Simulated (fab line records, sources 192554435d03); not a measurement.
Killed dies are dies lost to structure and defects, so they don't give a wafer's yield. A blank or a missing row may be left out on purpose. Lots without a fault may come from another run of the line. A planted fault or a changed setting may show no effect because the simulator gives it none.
Which tool did it? | flow n5_finfet | 24 lots, 72 wafers sampled, at 5 steps of a route of 1938

WHAT THE GAUGES READ, wafer by wafer
N5_BEOL_M3_CD_MEAS_28: target cd 25.7 nm, target cd y 23.3 nm.
lot  | measured     | on        | cd_nm (nm)
L074 | day 7 02:25  | cd_sem-02 | 25.91 26.01 26.20
L075 | day 7 10:24  | cd_sem-02 | 25.84 25.45 25.88
L076 | day 7 19:47  | cd_sem-02 | 25.42 25.82 25.60
L077 | day 8 03:52  | cd_sem-01 | 25.71 25.93 25.86
L078 | day 8 08:19  | cd_sem-02 | 25.70 25.52 25.37
L079 | day 9 01:29  | cd_sem-01 | 25.65 25.87 25.89
L080 | day 9 02:58  | cd_sem-03 | 25.89 26.03 25.83
L081 | day 9 03:04  | cd_sem-03 | 25.67 25.61 25.34
L082 | day 9 04:06  | cd_sem-01 | 25.89 25.68 26.13
L083 | day 9 08:08  | cd_sem-03 | 25.89 25.86 25.84
L084 | day 9 14:05  | cd_sem-02 | 25.12 25.83 25.79
L085 | day 9 19:18  | cd_sem-01 | 25.63 25.40 26.18
L086 | day 10 09:29 | cd_sem-02 | 25.93 25.94 26.15
L087 | day 10 13:02 | cd_sem-02 | 25.80 25.90 25.68
L088 | day 11 02:25 | cd_sem-01 | 25.56 25.83 25.78
L089 | day 11 05:34 | cd_sem-02 | 25.43 25.98 25.96
L090 | day 11 07:07 | cd_sem-03 | 25.35 25.70 25.20
L093 | day 11 15:44 | cd_sem-01 | 25.49 25.80 25.53
L091 | day 12 00:44 | cd_sem-02 | 25.92 25.99 26.11
L094 | day 12 16:13 | cd_sem-01 | 25.92 25.66 25.48
L095 | day 12 16:27 | cd_sem-01 | 25.98 25.70 26.27
L092 | day 12 16:23 | cd_sem-02 | 26.09 25.79 25.75
L096 | day 12 20:19 | cd_sem-01 | 25.38 25.77 25.33
L097 | day 12 20:15 | cd_sem-02 | 25.90 25.69 25.67

WHICH TOOL RAN EACH LOT (tool, then ch and the chambers of the sampled wafers, then the start)
lot  | N5_BEOL_M2_ALD_84                   | N5_BEOL_M2_SPUTTER_86        | N5_BEOL_M2_CMP_52             | N5_BEOL_M3_DESCUM_16
L074 | ald_metal-03 ch 0,2,3, day 6 20:28  | pvd_sputter-03, day 6 21:47  | cmp-04 ch 0,1, day 6 23:23    | rie_diel-03 ch 0,2,3, day 7 01:32
L075 | ald_metal-02 ch 1,2,3, day 7 05:05  | pvd_sputter-03, day 7 06:34  | cmp-02 ch 0,1,3, day 7 08:11  | rie_diel-05 ch 2,3, day 7 09:40
L076 | ald_metal-04 ch 1,2,3, day 7 14:05  | pvd_sputter-01, day 7 15:23  | cmp-02 ch 0,1,3, day 7 17:03  | rie_diel-05 ch 2,3, day 7 18:55
L077 | ald_metal-02 ch 0,1,3, day 7 21:52  | pvd_sputter-01, day 7 23:45  | cmp-04 ch 1,2, day 8 01:21    | rie_diel-05 ch 1,2, day 8 03:08
L078 | ald_metal-04 ch 0,3, day 8 02:05    | pvd_sputter-03, day 8 03:22  | cmp-02 ch 1,2,3, day 8 05:05  | rie_diel-05 ch 1,3, day 8 07:29
L079 | ald_metal-04 ch 0,2,3, day 8 17:42  | pvd_sputter-03, day 8 19:04  | cmp-02 ch 1,2,3, day 8 20:44  | rie_diel-03 ch 0,1,2, day 9 00:39
L080 | ald_metal-04 ch 0,2,3, day 8 21:07  | pvd_sputter-02, day 8 22:20  | cmp-04 ch 0,1,2, day 8 23:56  | rie_diel-05 ch 0,1,2, day 9 01:58
L081 | ald_metal-03 ch 1,2, day 8 21:23    | pvd_sputter-03, day 8 22:42  | cmp-03 ch 0,1, day 9 00:17    | rie_diel-03 ch 0,1,2, day 9 02:13
L082 | ald_metal-03 ch 0,3, day 8 21:39    | pvd_sputter-02, day 9 00:11  | cmp-03 ch 1,2,3, day 9 01:56  | rie_diel-06 ch 1,2, day 9 03:08
L083 | ald_metal-04 ch 0,2,3, day 9 02:07  | pvd_sputter-03, day 9 03:16  | cmp-04 ch 0,1,3, day 9 04:52  | rie_diel-03 ch 2,3, day 9 07:04
L084 | ald_metal-03 ch 0,2,3, day 9 08:18  | pvd_sputter-03, day 9 09:38  | cmp-03 ch 0,3, day 9 11:16    | rie_diel-03 ch 0,1, day 9 13:21
L085 | ald_metal-03 ch 0,1,2, day 9 12:02  | pvd_sputter-03, day 9 13:25  | cmp-02 ch 1,2,3, day 9 15:02  | rie_diel-05 ch 1,2,3, day 9 18:32
L086 | ald_metal-02 ch 0,1,3, day 10 02:24 | pvd_sputter-02, day 10 03:57 | cmp-04 ch 0,1,2, day 10 05:32 | rie_diel-06 ch 0,1,3, day 10 08:31
L087 | ald_metal-02 ch 0,2, day 10 05:28   | pvd_sputter-02, day 10 06:50 | cmp-04 ch 0,1,3, day 10 08:31 | rie_diel-05 ch 0,2,3, day 10 12:10
L088 | ald_metal-04 ch 1,2, day 10 18:34   | pvd_sputter-02, day 10 19:58 | cmp-03 ch 0,2, day 10 22:07   | rie_diel-06 ch 1,3, day 11 01:26
L089 | ald_metal-02 ch 0,1,3, day 10 22:10 | pvd_sputter-03, day 10 23:40 | cmp-02 ch 0,2, day 11 01:37   | rie_diel-06 ch 1,3, day 11 04:38
L090 | ald_metal-04 ch 0,2,3, day 11 01:22 | pvd_sputter-02, day 11 02:30 | cmp-02 ch 0,2, day 11 04:06   | rie_diel-05 ch 1,2, day 11 06:07
L093 | ald_metal-04 ch 0,2, day 11 06:35   | pvd_sputter-01, day 11 09:10 | cmp-03 ch 0,2, day 11 10:53   | rie_diel-05 ch 0,1,2, day 11 14:47
L091 | ald_metal-04 ch 0,1, day 11 18:23   | pvd_sputter-02, day 11 20:05 | cmp-04 ch 0,1, day 11 21:43   | rie_diel-05 ch 1,3, day 11 23:41
L094 | ald_metal-04 ch 1,2, day 11 22:33   | pvd_sputter-02, day 11 23:48 | cmp-04 ch 0,1,3, day 12 01:43 | rie_diel-03 ch 2,3, day 12 06:43
L095 | ald_metal-04 ch 0,1, day 12 04:24   | pvd_sputter-02, day 12 05:36 | cmp-02 ch 1,2, day 12 08:00   | rie_diel-05 ch 0,2,3, day 12 15:26
L092 | ald_metal-02 ch 0,2, day 12 04:30   | pvd_sputter-01, day 12 06:12 | cmp-03 ch 0,1,3, day 12 07:50 | rie_diel-03 ch 0,2, day 12 12:57
L096 | ald_metal-04 ch 1,2, day 12 07:17   | pvd_sputter-02, day 12 08:28 | cmp-02 ch 1,2, day 12 10:05   | rie_diel-05 ch 0,1,2, day 12 16:29
L097 | ald_metal-04 ch 0,1,2, day 12 10:20 | pvd_sputter-03, day 12 11:27 | cmp-02 ch 0,3, day 12 13:19   | rie_diel-05 ch 0,1,2, day 12 17:58
- N5_BEOL_M2_ALD_84: deposits TaN, pulse time 2 s, purge time 3 s, co reactant purge time 2 s.
- N5_BEOL_M2_SPUTTER_86: material Cu, target thk 4.5 nm, time 8.29 s.
- N5_BEOL_M2_CMP_52: polishes, stops on SiOC, t overpolish 6.8 s, target thk 40 nm.
- N5_BEOL_M3_DESCUM_16: chemistry O2, time 7 s.

WHAT THE TOOLS THEMSELVES READ (means of the sampled wafers that have a number; where no wafer has one, the mark that the record gives instead)
N5_BEOL_M2_ALD_84.
lot  | tool         | heater_power_w (W) | precursor_vessel_pressure_torr (Torr)
L074 | ald_metal-03 | 381                | 26.25
L075 | ald_metal-02 | 389                | 26.25
L076 | ald_metal-04 | 410                | 26.25
L077 | ald_metal-02 | 430                | 26.29
L078 | ald_metal-04 | 392                | 26.22
L079 | ald_metal-04 | 389                | 26.31
L080 | ald_metal-04 | 389                | 26.22
L081 | ald_metal-03 | 401                | 26.29
L082 | ald_metal-03 | 367                | 26.28
L083 | ald_metal-04 | 391                | 26.25
L084 | ald_metal-03 | 388                | 26.25
L085 | ald_metal-03 | 397                | 26.31
L086 | ald_metal-02 | 428                | 26.23
L087 | ald_metal-02 | 411                | 26.15
L088 | ald_metal-04 | 408                | 26.26
L089 | ald_metal-02 | 430                | 26.25
L090 | ald_metal-04 | 398                | 26.24
L093 | ald_metal-04 | 386                | 26.25
L091 | ald_metal-04 | 382                | 26.22
L094 | ald_metal-04 | 406                | 26.26
L095 | ald_metal-04 | 364                | 26.18
L092 | ald_metal-02 | 451                | 26.23
L096 | ald_metal-04 | 406                | 26.27
L097 | ald_metal-04 | 390                | 26.26

N5_BEOL_M2_SPUTTER_86.
lot  | tool           | throttle_valve_pct (%)
L074 | pvd_sputter-03 | 28.8
L075 | pvd_sputter-03 | 29.4
L076 | pvd_sputter-01 | 30.2
L077 | pvd_sputter-01 | 30.6
L078 | pvd_sputter-03 | 29.1
L079 | pvd_sputter-03 | 29.1
L080 | pvd_sputter-02 | 30.9
L081 | pvd_sputter-03 | 29.9
L082 | pvd_sputter-02 | 30.4
L083 | pvd_sputter-03 | 29.2
L084 | pvd_sputter-03 | 29.1
L085 | pvd_sputter-03 | 29.8
L086 | pvd_sputter-02 | 30.6
L087 | pvd_sputter-02 | 31.4
L088 | pvd_sputter-02 | 31.0
L089 | pvd_sputter-03 | 29.5
L090 | pvd_sputter-02 | 30.9
L093 | pvd_sputter-01 | 30.1
L091 | pvd_sputter-02 | 30.5
L094 | pvd_sputter-02 | 30.2
L095 | pvd_sputter-02 | 30.9
L092 | pvd_sputter-01 | 30.5
L096 | pvd_sputter-02 | 31.4
L097 | pvd_sputter-03 | 29.7

N5_BEOL_M2_CMP_52.
lot  | tool   | barrier_field_endpoint_s (s) | motor_current_A (A) | overpolish_run_s (s) | pad_life_wafers | time_to_endpoint_s (s)
L074 | cmp-04 | 24.0                         | 6.5                 | 6.806                | 872             | 63
L075 | cmp-02 | 24.7                         | 6.4                 | 6.806                | 1622            | 64
L076 | cmp-02 | 24.0                         | 6.3                 | 6.804                | 1694            | 62
L077 | cmp-04 | 24.0                         | 5.8                 | 6.798                | 1086            | 60
L078 | cmp-02 | 24.5                         | 6.2                 | 6.801                | 1773            | 61
L079 | cmp-02 | 24.2                         | 6.3                 | 6.801                | 1916            | 63
L080 | cmp-04 | 24.4                         | 6.1                 | 6.795                | 1214            | 63
L081 | cmp-03 | 24.8                         | 6.9                 | 6.792                | 570             | 63
L082 | cmp-03 | 25.0                         | 6.2                 | 6.799                | 585             | 63
L083 | cmp-04 | 25.1                         | 5.9                 | 6.799                | 1267            | 64
L084 | cmp-03 | 25.4                         | 6.2                 | 6.804                | 680             | 61
L085 | cmp-02 | 24.7                         | 6.3                 | 6.803                | 44              | 64
L086 | cmp-04 | 25.8                         | 6.3                 | 6.796                | 1520            | 71
L087 | cmp-04 | 25.7                         | 6.3                 | 6.801                | 1544            | 67
L088 | cmp-03 | 25.6                         | 5.4                 | 6.804                | 991             | 66
L089 | cmp-02 | 23.9                         | 6.7                 | 6.797                | 422             | 59
L090 | cmp-02 | 24.6                         | 6.9                 | 6.800                | 445             | 61
L093 | cmp-03 | 25.1                         | 5.8                 | 6.796                | 1094            | 64
L091 | cmp-04 | 25.4                         | 6.2                 | 6.796                | 1844            | 65
L094 | cmp-04 | 24.9                         | 6.1                 | 6.797                | 1874            | 61
L095 | cmp-02 | 23.8                         | 6.2                 | 6.799                | 660             | 59
L092 | cmp-03 | 25.1                         | 6.3                 | 6.792                | 1262            | 67
L096 | cmp-02 | 24.5                         | 6.3                 | 6.798                | 674             | 61
L097 | cmp-02 | 24.4                         | 6.6                 | 6.806                | 690             | 60

N5_BEOL_M3_DESCUM_16.
lot  | tool        | drypump_motor_current_A (A) | oes_product_au (a.u.) | rf_vpp_V (V) | showerhead_plenum_p_Torr (Torr) | throttle_valve_pct (%)
L074 | rie_diel-03 | 5.60                        | 0.89                  | 244.2        | 2.13                            | 20.3
L075 | rie_diel-05 | 5.89                        | 0.78                  | 242.5        | 2.03                            | 20.5
L076 | rie_diel-05 | 5.90                        | 0.78                  | 242.0        | 2.03                            | 20.5
L077 | rie_diel-05 | 5.96                        | 0.71                  | 243.8        | 2.11                            | 20.8
L078 | rie_diel-05 | 5.83                        | 0.76                  | 244.1        | 2.16                            | 20.7
L079 | rie_diel-03 | 5.88                        | 0.84                  | 245.2        | 2.18                            | 20.2
L080 | rie_diel-05 | 5.86                        | 0.79                  | 243.5        | 2.09                            | 20.4
L081 | rie_diel-03 | 5.89                        | 0.84                  | 243.9        | 2.18                            | 20.2
L082 | rie_diel-06 | 5.55                        | 0.76                  | 244.1        | 2.16                            | 20.6
L083 | rie_diel-03 | 5.63                        | 0.85                  | 242.8        | 2.15                            | 20.2
L084 | rie_diel-03 | 6.08                        | 0.77                  | 243.6        | 2.17                            | 20.3
L085 | rie_diel-05 | 5.86                        | 0.76                  | 243.1        | 2.09                            | 20.6
L086 | rie_diel-06 | 5.77                        | 0.77                  | 243.4        | 2.08                            | 20.3
L087 | rie_diel-05 | 5.77                        | 0.83                  | 243.9        | 2.07                            | 20.2
L088 | rie_diel-06 | 5.71                        | 0.81                  | 242.2        | 2.07                            | 20.2
L089 | rie_diel-06 | 5.70                        | 0.81                  | 243.1        | 2.07                            | 20.2
L090 | rie_diel-05 | 5.95                        | 0.69                  | 243.0        | 2.10                            | 20.8
L093 | rie_diel-05 | 5.88                        | 0.76                  | 242.4        | 2.09                            | 20.5
L091 | rie_diel-05 | 5.81                        | 0.74                  | 243.1        | 2.15                            | 20.7
L094 | rie_diel-03 | 5.55                        | 0.79                  | 243.1        | 2.08                            | 20.4
L095 | rie_diel-05 | 5.78                        | 0.81                  | 242.9        | 2.07                            | 20.2
L092 | rie_diel-03 | 5.66                        | 0.86                  | 244.3        | 2.19                            | 20.2
L096 | rie_diel-05 | 5.87                        | 0.75                  | 243.7        | 2.09                            | 20.4
L097 | rie_diel-05 | 5.87                        | 0.76                  | 243.8        | 2.08                            | 20.4

THE ANSWER, worked out from the rows above alone
Rule: what is usual is taken from the lots themselves. Put in order of their means at a reading, lots are off if they are a third of the lots or fewer, leave a main group of 4 or more, and stand apart from it by a gap of 3 or more times the standard deviation of the main group's means; of several such gaps the widest counts. A main group whose means are all the same, to the digits that the tables above print for the reading, isn't used. A lot without any number at a reading at which 4 lots or more have one is off too. The other lots that the step has rows for count as sound. The gauges are gone through in route order, then the tools' own readings, and for those a lot's mean is taken as printed above. The first step at which some lot is off is used, and at that step the reading that is off furthest; a lot without a number counts as furthest.
No lot is off at any reading shown: from this, nothing can be told.

WHAT THE SIMULATOR HAD PUT IN
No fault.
